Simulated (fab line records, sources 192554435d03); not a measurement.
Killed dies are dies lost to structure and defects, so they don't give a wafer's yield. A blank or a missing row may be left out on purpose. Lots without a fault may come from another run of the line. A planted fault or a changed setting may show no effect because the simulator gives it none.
Chamber matching | flow n5_finfet | N5_BEOL_M5_CURE_79 on uv_cure-02: 3 sister chambers
The step cures SiCOH lowk, time 240 s. 6 wafers are shown with their chamber, then 8 later ones without.

WAFERS WITH THEIR CHAMBER
wafer  | chamber | wafer_temp_C_max | lamp_power_pct (%)
L079.3 | 2       | 386.9            | 52.33
L079.5 | 2       | 386.8            | 52.32
L082.6 | 1       | 387.3            | 52.25
L084.3 | 0       | 386.3            | 52.34
L084.6 | 0       | 386.4            | 52.31
L085.2 | 1       | 386.5            | 52.32

WAFERS WITHOUT THEIR CHAMBER
wafer  | wafer_temp_C_max | lamp_power_pct (%)
L085.3 | 387.3            | 52.31
L085.6 | 386.9            | 52.31
L088.1 | 386.8            | 52.30
L088.2 | 386.2            | 52.23
L088.5 | 386.9            | 52.28
L096.1 | 386.7            | 52.27
L096.2 | 386.5            | 52.30
L096.3 | 386.4            | 52.30

WHICH CHAMBER EACH WENT THROUGH
wafer  | from the rows above          | in truth
L085.3 | can't be placed: 2 or 1 or 0 | 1
L085.6 | can't be placed: 2 or 1 or 0 | 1
L088.1 | can't be placed: 1 or 2 or 0 | 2
L088.2 | can't be placed: 1 or 0 or 2 | 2
L088.5 | can't be placed: 1 or 2      | 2
L096.1 | can't be placed: 1 or 2 or 0 | 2
L096.2 | can't be placed: 0 or 1 or 2 | 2
L096.3 | can't be placed: 0 or 2 or 1 | 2
Placed correctly: 0 of 8. Can't be placed from these rows: 8 (the true chamber is among the candidates in 8). Placed wrongly: 0.
How it was worked out, from the rows above alone: a wafer's distance from a chamber is the root of the sum, over the readings, of the square of ((its reading less the chamber's mean) divided by the reading's scatter). The wafer belongs to the nearest chamber; if the next one is less than 2 further off, it can't be placed. A chamber's mean is the mean of its shown wafers. The scatter: the root of (the sum of the squares of (reading less its chamber's mean) over the shown wafers, divided by (wafers less chambers)).
